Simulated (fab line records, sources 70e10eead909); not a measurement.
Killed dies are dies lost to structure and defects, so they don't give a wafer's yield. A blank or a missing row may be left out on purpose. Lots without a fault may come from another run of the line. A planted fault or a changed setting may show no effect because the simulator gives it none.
fab line records | flow nand_harc
record lots=24 wafers=72 last_day=33
route steps=1302 shown A_WL_FILL@953 A_CONTACT@1000
lots that met no fault: from a run of the same line without faults
start_h: hours from the record's first day to the start of the lot's first wafer shown | wait_h: hours since the lot's step before | " the same as in the row above | L1.1+2: a row that stands for several wafers | - no value, or no start given | * or withheld: withheld | < > ~ a bound
route shown NAME@n: a module of which the file shows steps, and the number in the route of the first | usual: mean/standard deviation of fault-free wafers | same: alike in all rows | chamber/n: place in a boat | sites: the reading at each site | _std_site: their standard deviation | _edge_site: outer sites' mean less inner sites' | radius_mm: how far each site lies from the wafer's centre | mask NAME#n: copy n | behind: the tool/chamber that last shaped the wafer | hold: why the lot was held/for how many hours/how that ended | device: the transistor (n, p or np) that didn't switch | end of line: the same wafers' tests at the end of the route | a step without rows: its recipe alone | killed: dies lost to structure and defects at the first sort, not the wafer's yield | map: a wafer's dies, x killed, . not, _ none there
set.NAME: the setting as run; set.NAME@STEP: as run at that earlier step | model.NAME: the simulator's own value behind a step, which no gauge read
steps of the route over a sample of lots; a table a step, a row a wafer
services: from which hour (start_h, from the record's first day; less than 0 if before it) a tool's chamber was out of use, for how many hours, and why
## steps
# step NHARC_A_WL_FILL_RTA_01
# recipe temp_c=1000 time_s=5
# usual lamp_power_pct=31.8/1.3 lamp_zone_1_pct=31.8/1.3 lamp_zone_3_pct=31.8/1.3 wafer_temp_C_max=1005.0/1.1
# columns lot.wafer tool chamber start_h wait_h lamp_power_pct lamp_zone_1_pct lamp_zone_3_pct wafer_temp_C_max
L074.2 rtp_anneal-01 0 463.69 - 30.3 30.4 30.3 1006.2
L074.3 " 0 " " 30.3 30.3 30.3 1003.6
L074.6 " 0 " " 30.3 30.3 30.3 1007.6
L075.1 rtp_anneal-02 0 468.61 - 32.9 32.9 32.9 1004.6
L075.3 " 0 " " 32.9 32.8 32.8 1003.7
L075.6 " 0 " " 32.9 32.8 32.9 1003.5
L076.3 rtp_anneal-01 0 492.55 - 30.3 30.3 30.3 1006.3
L076.5 " 0 " " 30.3 30.4 30.3 1007.9
L076.6 " 0 " " 30.3 30.4 30.3 1005.9
L077.1 rtp_anneal-02 0 492.65 - 32.9 32.9 32.8 1004.9
L077.3 " 0 " " 32.9 32.8 32.8 1003.7
L077.5 " 0 " " 32.9 32.8 32.8 1003.8
L078.1 rtp_anneal-01 0 508.39 - 30.3 30.3 30.3 1005.0
L078.2 " 0 " " 30.3 30.3 30.3 1004.3
L078.5 " 0 " " 30.3 30.4 30.3 1005.6
L081.1 rtp_anneal-02 0 525.21 - 32.9 32.8 32.9 1003.6
L081.2 " 0 " " 32.9 32.9 32.8 1003.7
L081.6 " 0 " " 32.8 32.9 32.9 1004.0
L080.1 rtp_anneal-01 0 525.22 - 30.3 30.3 30.3 1004.5
L080.3 " 0 " " 30.3 30.3 30.3 1005.8
L080.5 " 0 " " 30.4 30.3 30.3 1005.3
L079.1 rtp_anneal-01 0 530.43 - 30.3 30.3 30.3 1005.1
L079.3 " 0 " " 30.3 30.3 30.3 1006.7
L079.4 " 0 " " 30.3 30.3 30.3 1005.4
L082.1 rtp_anneal-02 0 540.49 - 32.9 32.9 32.9 1006.2
L082.4 " 0 " " 32.9 32.9 32.9 1003.5
L082.5 " 0 " " 32.9 32.8 32.8 1006.0
L083.4 rtp_anneal-02 0 565.59 - 32.8 32.9 32.9 1004.1
L083.5 " 0 " " 32.8 32.9 32.8 1003.0
L083.6 " 0 " " 32.8 32.9 32.8 1005.8
L084.2 rtp_anneal-02 0 574.30 - 32.9 32.9 32.9 1004.0
L084.4 " 0 " " 32.9 32.9 32.9 1002.8
L084.5 " 0 " " 32.8 32.8 32.9 1004.9
L085.1 rtp_anneal-02 0 578.57 - 32.8 32.8 32.9 1004.9
L085.2 " 0 " " 32.9 32.9 32.8 1004.8
L085.6 " 0 " " 32.9 32.9 32.9 1003.9
L086.2 rtp_anneal-01 0 578.59 - 30.3 30.3 30.4 1003.4
L086.3 " 0 " " 30.3 30.3 30.3 1007.6
L086.4 " 0 " " 30.3 30.3 30.3 1006.5
L087.1 rtp_anneal-02 0 608.47 - 32.8 32.8 32.8 1003.7
L087.5 " 0 " " 32.9 32.8 32.8 1003.4
L087.6 " 0 " " 32.8 32.8 32.8 1004.4
L088.1 rtp_anneal-01 0 611.45 - 30.3 30.3 30.3 1005.1
L088.3 " 0 " " 30.3 30.3 30.3 1006.9
L088.5 " 0 " " 30.3 30.3 30.3 1004.2
L090.1 rtp_anneal-02 0 618.64 - 32.8 32.9 32.8 1003.9
L090.2 " 0 " " 32.9 32.9 32.8 1005.3
L090.6 " 0 " " 32.8 32.9 32.9 1004.3
L089.3 rtp_anneal-02 0 620.70 - 32.9 32.9 32.9 1004.1
L089.5 " 0 " " 32.9 32.8 32.9 1005.3
L089.6 " 0 " " 32.9 32.8 32.9 1002.7
L091.2 rtp_anneal-02 0 629.67 0.3 32.8 32.9 32.8 1004.6
L091.4 " 0 " " 32.9 32.9 32.9 1004.0
L091.5 " 0 " " 32.9 32.8 32.8 1004.7
L092.2 rtp_anneal-02 0 662.03 - 32.9 32.9 32.9 1004.9
L092.5 " 0 " " 32.9 32.8 32.9 1004.9
L092.6 " 0 " " 32.9 32.8 32.8 1006.0
L093.1 rtp_anneal-01 0 662.16 - 30.3 30.3 30.3 1006.0
L093.5 " 0 " " 30.3 30.2 30.3 1007.0
L093.6 " 0 " " 30.3 30.3 30.3 1007.3
L094.1 rtp_anneal-02 0 673.44 - 32.9 32.9 32.8 1004.2
L094.3 " 0 " " 32.9 32.9 32.8 1005.2
L094.6 " 0 " " 32.9 32.9 32.9 1004.5
L095.1 rtp_anneal-01 0 673.60 - 30.3 30.3 30.3 1005.4
L095.2 " 0 " " 30.3 30.3 30.3 1006.6
L095.3 " 0 " " 30.3 30.2 30.3 1005.9
L096.1 rtp_anneal-02 0 695.57 - 32.9 32.9 32.9 1004.1
L096.2 " 0 " " 32.8 32.9 32.9 1004.9
L096.6 " 0 " " 32.8 32.9 32.9 1003.3
L097.1 rtp_anneal-01 0 695.58 - 30.4 30.3 30.3 1006.5
L097.2 " 0 " " 30.3 30.3 30.3 1006.8
L097.3 " 0 " " 30.3 30.3 30.3 1005.4
# step NHARC_A_WL_FILL_ETCHBACK_05
# recipe target_depth_a=220 time_s=60 temp_c=40 chemistry=Cl2/BCl3
# usual drypump_motor_current_A=5.3/0.53 oes_product_au=0.999/0.0075
# columns lot.wafer tool chamber start_h wait_h drypump_motor_current_A oes_product_au rf_hours_counter_h
L074.2 rie_metal-01 1 464.93 0.2 5.9 1.007 1.1
L074.3 " 1 " " 5.9 0.991 -
L074.6 " 0 " " 5.0 0.986 -
L075.1 rie_metal-02 0 469.88 0.2 4.7 1.004 0.4
L075.3 " 0 " " 4.8 0.999 -
L075.6 " 0 " " 4.7 1.004 -
L077.1 rie_metal-03 1 493.93 0.2 6.2 0.996 2.3
L077.3 " 1 " " 6.1 0.987 -
L077.5 " 0 " " 5.3 0.992 -
L076.3 rie_metal-02 1 494.11 0.1 4.8 1.009 -
L076.5 " 0 " " 4.7 1.008 -
L076.6 " 1 " " 4.7 1.013 -
L078.2 rie_metal-02 1 509.73 0.2 4.8 0.991 1.3
L078.1 " 0 " " 4.7 0.999 1.3
L078.5 " 1 " " 4.8 1.005 -
L080.1 rie_metal-01 0 526.49 0.2 5.0 0.990 1.9
L080.3 " 1 " " 5.9 0.994 -
L080.5 " 0 " " 5.0 0.985 -
L081.1 rie_metal-02 1 526.80 0.2 4.8 0.992 1.7
L081.2 " 0 " " 4.7 0.996 1.7
L081.6 " 0 " " 4.7 1.008 -
L079.1 rie_metal-03 0 531.71 0.2 5.4 0.999 0.1
L079.4 " 1 " " 6.1 1.003 -
L079.3 " 0 " " 5.3 0.985 -
L082.1 rie_metal-03 1 541.83 0.2 6.1 1.015 0.4
L082.4 " 0 " " 5.3 1.009 -
L082.5 " 0 " " 5.3 1.009 -
L083.4 rie_metal-02 0 566.87 0.1 4.7 0.999 -
L083.5 " 0 " " 4.7 1.000 -
L083.6 " 1 " " 4.8 0.994 -
L084.2 rie_metal-03 0 575.55 0.2 5.3 0.999 1.0
L084.4 " 1 " " 6.1 1.001 -
L084.5 " 0 " " 5.3 0.993 -
L086.2 rie_metal-02 1 579.84 0.2 4.8 0.998 2.6
L086.3 " 0 " " 4.7 0.989 -
L086.4 " 1 " " 4.8 0.993 -
L085.1 rie_metal-03 1 580.08 0.4 6.1 0.998 1.6
L085.2 " 0 " " 5.3 0.981 1.6
L085.6 " 1 " " 6.1 0.988 -
L087.1 rie_metal-02 1 609.80 0.2 4.8 1.008 2.9
L087.6 " 1 " " 4.8 1.007 -
L087.5 " 0 " " 4.7 1.003 -
L088.1 rie_metal-01 0 612.71 0.2 5.0 0.998 0.4
L088.3 " 0 " " 5.0 1.003 -
L088.5 " 1 " " 5.9 0.995 -
L090.2 rie_metal-03 1 619.91 0.2 6.1 1.010 2.2
L090.1 " 0 " " 5.4 1.005 2.2
L090.6 " 1 " " 6.1 1.011 -
L089.3 rie_metal-03 1 622.01 0.1 6.1 1.008 -
L089.6 " 1 " " 6.1 1.010 -
L089.5 " 0 " " 5.4 1.004 -
L091.2 rie_metal-02 0 630.99 0.2 4.7 0.996 3.4
L091.4 " 0 " " 4.8 1.011 -
L091.5 " 0 " " 4.7 1.000 -
L092.2 rie_metal-01 0 663.28 0.2 5.0 0.999 1.2
L092.6 " 1 " " 5.9 0.992 -
L092.5 " 0 " " 5.0 1.004 -
L093.1 rie_metal-02 0 663.43 0.2 4.7 1.007 0.2
L093.6 " 1 " " 4.8 0.990 -
L093.5 " 0 " " 4.7 1.008 -
L094.1 rie_metal-03 0 674.71 0.2 5.3 0.988 3.2
L094.3 " 1 " " 6.1 1.003 -
L094.6 " 1 " " 6.1 0.995 -
L095.2 rie_metal-01 0 674.89 0.2 5.0 0.998 1.7
L095.1 " 1 " " 5.9 0.995 1.7
L095.3 " 0 " " 5.0 1.003 -
L097.2 rie_metal-01 0 696.84 0.2 5.0 1.005 2.2
L097.1 " 1 " " 5.9 1.000 2.2
L097.3 " 1 " " 5.9 0.990 -
L096.2 rie_metal-02 0 696.84 0.2 4.7 1.008 0.8
L096.1 " 1 " " 4.8 0.998 0.8
L096.6 " 1 " " 4.8 0.992 -
# step NHARC_A_WL_FILL_ALD_10
# recipe target_thk_a=500 pulse_time_s=10 ald_cycles=500 temp_c=300 material=SiO2
# usual heater_power_w=457/32 precursor_pulse_height_rel=1.001/0.019
# columns lot.wafer tool chamber start_h wait_h heater_power_w precursor_pulse_height_rel
L074.2 ald_hk-01 1 472.71 0.6 504 1.012
L074.3 " 2 " " 460 0.978
L074.6 " 1 474.77 2.6 503 0.984
L075.3 ald_hk-04 0 474.93 0.1 478 0.986
L075.1 " 2 475.96 1.1 502 0.981
L075.6 " 1 477.52 2.6 415 0.982
L077.3 ald_hk-03 0 500.49 1.1 505 1.018
L077.1 " 1 " " 438 1.006
L077.5 " 2 " " 495 0.991
L076.3 ald_hk-04 2 501.56 2.1 492 1.009
L076.6 " 0 502.57 3.2 482 1.006
L076.5 " 1 " " 396 1.000
L078.1 ald_hk-01 2 517.30 1.1 464 0.991
L078.2 " 3 " " 433 1.006
L078.5 " 0 " " 427 0.985
L080.3 ald_hk-01 3 532.02 0.1 427 1.009
L080.1 " 2 533.60 1.6 449 0.973
L080.5 " 3 " " 429 1.006
L081.1 ald_hk-04 0 534.22 2.2 486 0.974
L081.2 " 1 " " 415 0.992
L081.6 " 3 535.76 3.8 464 1.006
L079.1 ald_hk-03 3 537.21 0.1 394 1.017
L079.4 " 0 " " 498 1.005
L079.3 " 1 " " 440 0.979
L082.4 ald_hk-03 2 547.36 0.0 503 0.983
L082.1 " 1 548.93 1.6 441 0.981
L082.5 " 2 " " 495 1.010
L083.4 ald_hk-01 1 572.41 0.6 483 0.980
L083.6 " 0 573.95 2.1 430 1.047
L083.5 " 1 " " 480 1.018
L084.2 ald_hk-01 3 581.39 0.7 438 1.017
L084.4 " 2 582.93 2.3 463 0.985
L084.5 " 0 583.97 3.3 428 0.991
L086.4 ald_hk-03 3 585.34 0.0 404 1.007
L086.2 " 0 " " 488 0.997
L086.3 " 1 " " 464 1.009
L085.2 ald_hk-01 3 585.86 0.6 432 0.974
L085.1 " 1 586.89 1.6 499 1.001
L085.6 " 3 587.93 2.6 436 1.024
L088.3 ald_hk-01 2 615.22 0.1 469 0.989
L088.1 " 0 616.27 1.1 422 1.013
L088.5 " 2 617.32 2.1 462 1.029
L087.1 ald_hk-03 0 616.00 0.8 495 0.953
L087.6 " 3 617.53 2.4 393 0.970
L087.5 " 0 " " 499 0.983
L090.2 ald_hk-04 3 626.93 0.6 470 0.982
L090.1 " 0 " " 475 1.009
L090.6 " 2 628.48 2.1 462 1.010
L089.3 ald_hk-01 3 627.97 1.6 428 1.014
L089.6 " 0 " " 430 0.985
L089.5 " 1 " " 482 1.012
L091.4 ald_hk-01 1 636.38 0.1 480 1.009
L091.2 " 0 637.89 1.6 436 0.989
L091.5 " 2 638.90 2.6 456 1.027
L092.2 ald_hk-04 0 671.72 1.3 473 0.997
L092.5 " 2 672.76 2.3 456 0.991
L092.6 " 3 " " 462 0.999
L093.1 ald_hk-03 0 673.13 2.7 504 0.945
L093.5 " 0 675.20 4.8 472 1.011
L093.6 " 1 " " 459 0.974
L094.1 ald_hk-04 1 684.07 0.1 431 0.978
L094.3 " 3 685.09 1.1 462 0.970
L094.6 " 1 686.11 2.1 418 1.005
L095.2 ald_hk-01 1 684.58 0.6 518 1.026
L095.1 " 2 " " 450 1.001
L095.3 " 3 " " 409 0.994
L097.1 ald_hk-01 3 701.87 0.1 427 0.986
L097.3 " 0 " " 454 0.993
L097.2 " 2 703.41 1.6 453 0.990
L096.1 ald_hk-04 0 701.87 0.1 473 0.995
L096.2 " 3 703.41 1.6 472 1.003
L096.6 " 0 " " 463 1.004
# step NHARC_A_CONTACT_DESCUM_47
# recipe time_s=3 o2_flow_sccm=200 ar_flow_sccm=0 bias_power_w=0 chemistry=O2
# usual drypump_motor_current_A=5.9/0.64 oes_product_au=0.997/0.0089 rf_vpp_V=57.9/0.9 showerhead_plenum_p_Torr=1.92/0.084 throttle_valve_pct=11.310/0.0088
# columns lot.wafer tool chamber start_h wait_h drypump_motor_current_A oes_product_au rf_hours_counter_h rf_vpp_V showerhead_plenum_p_Torr throttle_valve_pct
L074.2 rie_diel-04 1 494.85 0.1 6.4 0.992 18 57.0 2.07 11.305
L074.3 " 2 " " 6.4 0.999 18 58.5 1.90 11.304
L074.6 " 1 " " 6.5 0.995 - 59.7 2.07 11.309
L075.1 rie_diel-03 2 499.53 0.1 5.0 0.998 9 55.7 1.91 11.290
L075.3 " 3 " " 5.9 0.997 8 57.8 2.07 11.319
L075.6 " 1 " " 5.7 1.003 - 57.0 1.94 11.299
L077.1 rie_diel-03 2 517.71 0.1 4.9 1.015 16 58.1 1.91 11.317
L077.3 " 3 " " 5.9 1.008 15 58.3 2.07 11.313
L077.5 " 0 " " 6.5 1.009 - 58.0 1.97 11.289
L076.3 rie_diel-04 0 518.39 0.1 4.9 0.981 25 57.4 1.84 11.301
L076.5 " 2 " " 6.4 0.997 - 58.0 1.90 11.299
L076.6 " 3 " " 6.5 1.003 - 57.1 1.87 11.325
L078.2 rie_diel-05 3 533.98 0.1 5.7 0.987 33 58.7 1.96 11.314
L078.1 " 0 " " 5.7 1.015 35 58.3 1.88 11.319
L078.5 " 3 " " 5.8 0.998 - 58.0 1.96 11.311
L080.3 rie_diel-04 3 549.97 0.1 6.5 1.002 1 58.8 1.87 11.300
L080.1 " 2 " " 6.4 0.991 1 58.2 1.90 11.316
L080.5 " 0 " " 4.8 0.990 - 56.8 1.83 11.318
L081.1 rie_diel-04 2 550.37 0.1 6.4 1.015 1 59.0 1.89 11.321
L081.2 " 3 " " 6.5 1.005 1 59.4 1.87 11.312
L081.6 " 2 " " 6.4 1.012 - 57.7 1.90 11.293
L079.3 rie_diel-04 0 558.12 0.1 4.8 0.990 4 57.5 1.83 11.314
L079.1 " 1 " " 6.5 0.997 4 59.1 2.07 11.326
L079.4 " 0 " " 4.8 0.997 - 58.8 1.83 11.315
L082.4 rie_diel-04 1 570.88 0.1 6.5 0.989 6 57.9 2.07 11.305
L082.1 " 3 " " 6.5 0.994 4 57.6 1.87 11.308
L082.5 " 2 " " 6.4 1.007 - 57.4 1.89 11.301
L083.4 rie_diel-04 1 588.80 0.1 6.4 0.998 8 59.7 2.07 11.297
L083.6 " 3 " " 6.4 1.006 - 58.9 1.87 11.307
L083.5 " 0 " " 4.8 0.994 - 58.5 1.83 11.300
L084.2 rie_diel-05 2 600.42 0.1 5.4 1.000 1 57.5 1.89 11.309
L084.4 " 0 " " 5.7 1.000 1 57.1 1.88 11.292
L084.5 " 1 " " 6.1 0.993 - 58.4 1.77 11.303
L086.3 rie_diel-05 0 603.49 0.1 5.7 1.006 2 57.7 1.88 11.304
L086.4 " 1 " " 6.1 0.994 3 55.9 1.77 11.307
L086.2 " 2 " " 5.4 0.992 2 57.3 1.89 11.295
L085.2 rie_diel-03 0 604.56 0.1 6.5 1.009 45 57.2 1.96 11.309
L085.1 " 1 " " 5.7 1.003 37 57.9 1.93 11.309
L085.6 " 2 " " 5.0 1.016 - 58.3 1.90 11.313
L088.1 rie_diel-04 0 632.34 0.1 4.8 0.990 15 57.6 1.83 11.304
L088.3 " 3 " " 6.5 0.997 13 59.3 1.87 11.312
L088.5 " 0 " " 4.8 1.002 - 57.6 1.83 11.308
L087.1 rie_diel-05 3 632.49 0.1 5.7 0.991 11 59.2 1.95 11.301
L087.6 " 3 " " 5.7 0.981 - 59.0 1.95 11.317
L087.5 " 0 " " 5.7 1.005 - 58.6 1.87 11.321
L089.3 rie_diel-05 1 643.38 0.1 6.1 0.987 20 56.9 1.77 11.313
L089.5 " 2 " " 5.4 0.991 - 56.7 1.88 11.306
L089.6 " 3 " " 5.7 1.000 - 58.3 1.95 11.304
L090.2 rie_diel-04 0 644.42 0.3 4.8 1.007 17 57.5 1.83 11.313
L090.1 " 2 " " 6.4 0.997 18 57.9 1.89 11.303
L090.6 " 2 " " 6.4 0.999 - 58.4 1.89 11.313
L091.4 rie_diel-04 3 654.32 0.1 6.5 1.009 17 57.2 1.87 11.305
L091.2 " 0 " " 4.8 1.006 19 56.6 1.83 11.325
L091.5 " 3 " " 6.5 0.998 - 57.1 1.86 11.309
L092.2 rie_diel-03 1 687.86 0.1 5.7 1.003 15 58.3 1.92 11.313
L092.5 " 2 " " 4.9 1.004 - 56.5 1.89 11.299
L092.6 " 3 " " 5.9 0.997 - 59.5 2.05 11.307
L093.1 rie_diel-04 3 691.47 0.1 6.5 1.010 23 57.3 1.86 11.323
L093.6 " 2 " " 6.5 1.004 - 56.5 1.89 11.302
L093.5 " 3 " " 6.4 1.003 - 58.2 1.86 11.301
L095.1 rie_diel-04 1 701.04 0.1 6.5 0.994 26 56.8 2.06 11.314
L095.3 " 2 " " 6.4 1.005 28 57.9 1.89 11.325
L095.2 " 3 " " 6.5 1.003 26 56.5 1.86 11.309
L094.3 rie_diel-03 3 701.26 0.1 5.9 0.994 17 58.3 2.05 11.333
L094.1 " 1 " " 5.7 1.011 22 56.6 1.91 11.308
L094.6 " 3 " " 5.9 0.998 - 58.8 2.05 11.320
L096.2 rie_diel-04 2 719.86 0.1 6.4 0.998 0 56.9 1.89 11.310
L096.1 " 3 " " 6.5 0.996 0 58.0 1.86 11.307
L096.6 " 1 " " 6.4 0.994 - 58.2 2.06 11.297
L097.1 rie_diel-04 2 720.24 0.1 6.4 0.994 0 56.3 1.89 11.322
L097.3 " 3 " " 6.5 0.991 0 58.1 1.86 11.315
L097.2 " 1 " " 6.5 0.995 0 59.6 2.06 11.301
# step NHARC_A_CONTACT_ETCH_112
# recipe source_w=withheld pressure_mtorr=20 bias_v=3000 time_s=190 target_depth_a=18500 ar_flow_sccm=withheld c4f8_flow_sccm=withheld o2_flow_sccm=withheld chemistry=C4F8/O2/Ar
# columns lot.wafer tool chamber start_h wait_h rf_hours_counter_h
L074.2 har_cap_etch-03 0 496.86 0.2 34
L074.3 " 1 " " -
L074.6 " 1 " " -
L075.1 har_cap_etch-02 1 501.57 0.2 82
L075.3 " 1 " " -
L075.6 " 1 " " -
L077.1 har_cap_etch-02 0 520.12 0.2 89
L077.3 " 1 " " -
L077.5 " 1 " " -
L076.3 har_cap_etch-01 1 520.49 0.2 -
L076.6 " 0 " " -
L076.5 " 1 " " -
L078.1 har_cap_etch-02 0 536.21 0.2 93
L078.2 " 1 " " 93
L078.5 " 0 " " -
L080.1 har_cap_etch-03 1 552.18 0.2 47
L080.3 " 0 " " -
L080.5 " 0 " " -
L081.2 har_cap_etch-01 1 553.01 0.2 7
L081.1 " 0 " " 7
L081.6 " 1 " " -
L079.1 har_cap_etch-03 0 560.53 0.2 49
L079.4 " 1 " " -
L079.3 " 0 " " -
L082.1 har_cap_etch-02 1 572.93 0.2 100
L082.4 " 0 " " -
L082.5 " 0 " " -
L083.4 har_cap_etch-03 1 591.54 0.2 -
L083.6 " 0 " " -
L083.5 " 1 " " -
L084.2 har_cap_etch-01 0 602.47 0.2 16
L084.4 " 1 " " -
L084.5 " 1 " " -
L086.2 har_cap_etch-03 0 605.52 0.2 56
L086.4 " 0 " " -
L086.3 " 1 " " -
L085.2 har_cap_etch-02 1 606.68 0.2 106
L085.1 " 0 " " 106
L085.6 " 0 " " -
L088.1 har_cap_etch-03 0 634.38 0.2 62
L088.3 " 1 " " -
L088.5 " 0 " " -
L087.1 har_cap_etch-02 1 634.54 0.2 111
L087.5 " 0 " " -
L087.6 " 1 " " -
L089.3 har_cap_etch-03 0 645.44 0.2 -
L089.6 " 0 " " -
L089.5 " 1 " " -
L090.1 har_cap_etch-02 0 646.56 0.2 114
L090.2 " 1 " " 114
L090.6 " 1 " " -
L091.2 har_cap_etch-02 1 656.34 0.2 116
L091.4 " 0 " " -
L091.5 " 0 " " -
L092.2 har_cap_etch-03 1 689.88 0.2 71
L092.6 " 0 " " -
L092.5 " 1 " " -
L093.1 har_cap_etch-01 0 693.49 0.2 31
L093.5 " 0 " " -
L093.6 " 1 " " -
L095.2 har_cap_etch-03 1 703.07 0.2 74
L095.1 " 0 " " 74
L095.3 " 0 " " -
L094.1 har_cap_etch-01 1 703.34 0.2 33
L094.3 " 0 " " -
L094.6 " 0 " " -
L096.1 har_cap_etch-01 1 722.05 0.2 37
L096.2 " 0 " " 37
L096.6 " 1 " " -
L097.1 har_cap_etch-02 1 722.90 0.2 126
L097.2 " 0 " " 126
L097.3 " 1 " " -
# step NHARC_A_CONTACT_ETCH_116
# recipe source_w=withheld pressure_mtorr=20 bias_v=3000 time_s=190 target_depth_a=18500 ar_flow_sccm=withheld c4f8_flow_sccm=withheld o2_flow_sccm=withheld chemistry=C4F8/O2/Ar
# columns lot.wafer tool chamber start_h wait_h rf_hours_counter_h
L074.2 har_cap_etch-03 0 497.55 0.1 35
L074.3 " 1 " " -
L074.6 " 1 " " -
L075.1 har_cap_etch-02 1 502.25 0.1 83
L075.3 " 1 " " -
L075.6 " 1 " " -
L077.1 har_cap_etch-02 0 520.80 0.1 90
L077.3 " 1 " " -
L077.5 " 1 " " -
L076.3 har_cap_etch-01 1 521.17 0.1 -
L076.6 " 0 " " -
L076.5 " 1 " " -
L078.1 har_cap_etch-02 0 536.89 0.1 94
L078.2 " 1 " " 94
L078.5 " 0 " " -
L080.1 har_cap_etch-03 1 552.87 0.1 47
L080.3 " 0 " " -
L080.5 " 0 " " -
L081.2 har_cap_etch-01 1 553.70 0.1 8
L081.1 " 0 " " 8
L081.6 " 1 " " -
L079.1 har_cap_etch-03 0 561.21 0.1 50
L079.4 " 1 " " -
L079.3 " 0 " " -
L082.1 har_cap_etch-02 1 573.61 0.1 101
L082.4 " 0 " " -
L082.5 " 0 " " -
L083.4 har_cap_etch-03 1 592.23 0.1 -
L083.6 " 0 " " -
L083.5 " 1 " " -
L084.2 har_cap_etch-01 0 603.16 0.1 16
L084.4 " 1 " " -
L084.5 " 1 " " -
L086.2 har_cap_etch-03 0 606.20 0.1 57
L086.4 " 0 " " -
L086.3 " 1 " " -
L085.2 har_cap_etch-02 1 607.37 0.1 107
L085.1 " 0 " " 107
L085.6 " 0 " " -
L088.1 har_cap_etch-03 0 635.06 0.1 62
L088.3 " 1 " " -
L088.5 " 0 " " -
L087.1 har_cap_etch-02 1 635.29 0.2 112
L087.5 " 0 " " -
L087.6 " 1 " " -
L089.3 har_cap_etch-03 0 646.13 0.1 -
L089.6 " 0 " " -
L089.5 " 1 " " -
L090.1 har_cap_etch-02 0 647.46 0.2 114
L090.2 " 1 " " 114
L090.6 " 1 " " -
L091.2 har_cap_etch-02 1 657.02 0.1 117
L091.4 " 0 " " -
L091.5 " 0 " " -
L092.2 har_cap_etch-03 1 690.57 0.1 72
L092.6 " 0 " " -
L092.5 " 1 " " -
L093.1 har_cap_etch-01 0 694.17 0.1 31
L093.5 " 0 " " -
L093.6 " 1 " " -
L095.2 har_cap_etch-03 1 703.75 0.1 74
L095.1 " 0 " " 74
L095.3 " 0 " " -
L094.1 har_cap_etch-01 1 704.02 0.1 33
L094.3 " 0 " " -
L094.6 " 0 " " -
L096.1 har_cap_etch-01 1 722.73 0.1 38
L096.2 " 0 " " 38
L096.6 " 1 " " -
L097.1 har_cap_etch-02 1 723.59 0.1 127
L097.2 " 0 " " 127
L097.3 " 1 " " -
## services
# columns tool chamber start_h hours kind
rie_diel-03 2 453.37 4.3 repair
rie_metal-02 - 454.00 9.0 pm
rie_diel-05 2 464.84 31.8 repair
rie_metal-03 - 477.02 1.7 repair
har_cap_etch-02 - 495.24 1.5 repair
har_cap_etch-01 - 497.00 17.0 pm
rie_diel-04 1 502.51 8.2 repair
rie_diel-03 1 502.74 20.3 repair
rie_metal-03 - 519.00 9.0 pm
ald_hk-01 - 522.58 0.7 repair
rie_diel-04 - 531.90 9.0 pm
rie_diel-04 3 553.18 5.9 repair
ald_hk-03 - 573.61 10.0 pm
rie_metal-01 - 575.00 9.0 pm
rie_diel-04 - 581.88 0.7 repair
rie_diel-05 - 584.74 9.0 pm
rie_diel-03 0 606.54 6.3 repair
ald_hk-04 - 612.54 10.0 pm
rie_diel-04 1 637.44 7.2 repair
rie_diel-03 - 638.00 9.0 pm
ald_hk-01 - 653.29 10.0 pm
rie_diel-04 0 663.33 5.6 repair
rie_diel-04 0 674.89 6.6 repair
rie_metal-03 - 696.00 9.0 pm
## key
fault none
